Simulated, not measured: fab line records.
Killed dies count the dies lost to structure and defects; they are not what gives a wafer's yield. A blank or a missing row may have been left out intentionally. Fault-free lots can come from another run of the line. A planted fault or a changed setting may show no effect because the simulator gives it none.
Comparing a struck lot with a sound one / flow n5-finfet / 16 out of 1938 route steps
Sound: the wafers L950.1, L950.4, L950.6. Wafers L955.1, L955.3, L955.4 were the ones struck. The cause is named last.
At each step with rows: each side's tool, then ch and its chambers, then its first start. Under that, the readings that differ: sound wafers / struck wafers / difference of the means / sigmas: that difference in standard deviations of wafers without a fault.
alike: words and numbers the same on both sides, and readings whose means are apart by under 2 such deviations; not compared: readings that were withheld, readings missing a value for some wafer, numbers with overlapping values and no deviation given by the record, and bounds like >300 which may hide the same value.
The two part at a step that has a row with sigmas, a row that says differs or no value, or rows on one side only. When numbers do not overlap yet have no deviation, they are printed without sigmas and do not part them. Lack of a reading on every wafer of one side parts them only where that side has two or more wafers.

N5_SD_EPI_N_CD_MEAS_09 targets a cd of 120 nm.
  sound on cd-sem-03 ch 0, day 3 15:05; struck on cd-sem-01 ch 0, day 4 19:56
  alike: cd-nm
N5_SD_EPI_N_OVL_MEAS_10:
  sound on overlay-02 ch 0, day 3 15:07; struck on overlay-02 ch 0, day 4 19:58
  alike: SD_N_BLK_OVL
N5_SD_EPI_N_INSPECT_11: inspects for defects (macro).
  sound on defect-inspect-02 at day 3 15:08; struck on defect-inspect-02 at day 4 19:59
  alike: raw-defect-count
N5_SD_EPI_N_DESCUM_14: chemistry O2, time 7.9 s.
  sound on rie-diel-06 ch 1,2,3, day 3 15:10; struck on rie-diel-02 ch 0,1,2, day 4 20:24
reading=throttle-valve-pct (%); sound=20.97 20.72 20.51; struck=20.06 20.06 20.31; difference=-0.59; sigmas=-2
  alike: drypump-motor-current-A, oes-product-au, rf-vpp-V, showerhead-plenum-p-Torr
  not compared: rf-hours-counter-h
then, 1 step without rows for these wafers: N5_SD_EPI_N_ETCH_34 (etches SiARC in CF4, target depth 45.5 nm, time 75.8 s).
N5_SD_EPI_N_ETCH_35: etches SOC in N2/H2, overetch 108 nm, time 486 s.
  sound on rie-diel-06 ch 1,2,3, day 3 15:16; struck on rie-diel-02 ch 0,1,2, day 4 20:29
  alike: bias-w, drypump-motor-current-A, oes-product-au, rf-vpp-V, showerhead-plenum-p-Torr, throttle-valve-pct
  not compared: rf-hours-counter-h
then, 2 steps without rows for these wafers: N5_SD_EPI_N_STRIP_36 (strips in N2/H2); N5_SD_EPI_N_ETCHBACK_44 (etches SiNx in CH3F/O2, stops on SiO2, target depth 14.5 nm).
N5_SD_EPI_N_ETCH_45: etches SiOCN in CH3F/O2, target depth 6 nm.
  sound on rie-diel-06 ch 1,2,3, day 3 15:41; struck on rie-diel-02 ch 0,1,2, day 4 20:55
  alike: bias-w, drypump-motor-current-A, oes-product-au, rf-vpp-V, showerhead-plenum-p-Torr, throttle-valve-pct
  not compared: rf-hours-counter-h
N5_SD_EPI_N_ETCH_16: etches SiO2 in CHF3/O2, target depth 5 nm.
  sound on rie-diel-06 ch 1,2,3, day 3 15:47; struck on rie-diel-02 ch 0,1,2, day 4 21:01
  alike: bias-w, drypump-motor-current-A, oes_o_777_au, oes-product-au, rf-vpp-V, showerhead-plenum-p-Torr, throttle-valve-pct
  not compared: rf-hours-counter-h
then, 1 step without rows for these wafers: N5_SD_EPI_N_STRIP_47 (strips in CHF3/O2).
N5_SD_EPI_N_SD_RECESS_17: chemistry HBr/Cl2/O2, target depth 41 nm, time 23.7 s, bt time 3 s.
  sound on rie-si-04 ch 1,3, day 3 15:52; struck on rie-si-03 ch 0,1,2, day 4 21:05
  alike: bias-w, drypump-motor-current-A, oes_o_777_au, oes-product-au, throttle-valve-pct
  not compared: rf-hours-counter-h
N5_SD_EPI_N_STRIP_38: strips in N2/H2.
  sound on plasma-asher-02 ch 0, day 3 15:57; struck on plasma-asher-02 ch 0,1, day 4 21:11
  no value came back on the struck wafers for drypump-motor-current-A (A), h2-flow-sccm (sccm), heater-power-w (W), oes-product-au (a.u.); on the sound wafers drypump-motor-current-A (A) reads 4.9 4.9 4.9
  not compared: rf-hours-counter-h
then, 1 step without rows for these wafers: N5_SD_EPI_N_WET_ETCH_43 (etches SiO2 in dHF, time 14 s, target depth 1.5 nm).
-- record jumps: 5 days separate the struck wafers' starts on either side; left off in module SD_EPI_N, taken up again in module BEOL_M4, whose first shown step is the route's number 1111 --
N5_BEOL_M4_RC_MEAS_101:
  sound on prober-02 ch 0, day 9 08:13; struck on prober-02 ch 0, day 9 21:38
  alike: DIBL_N, DIBL_P, IOFF_N, IOFF_P, ION_N, ION_P, SS_N, SS_P, VT_N, VT_P
-- a jump in the record: the struck wafers' starts before and after are 4 days apart (it breaks off in module BEOL_M4 and resumes in module PASSIVATION, where the first step shown is number 1936 of the route) --
N5_PASSIVATION_PROBE_49:
  the record has rows for the struck wafers here (prober-01, day 14 08:36) and none for the sound ones

WHERE THEY PART
At N5_SD_EPI_N_DESCUM_14 first; at N5_PASSIVATION_PROBE_49 last (within this record only).

WHY: whatever the simulator had introduced
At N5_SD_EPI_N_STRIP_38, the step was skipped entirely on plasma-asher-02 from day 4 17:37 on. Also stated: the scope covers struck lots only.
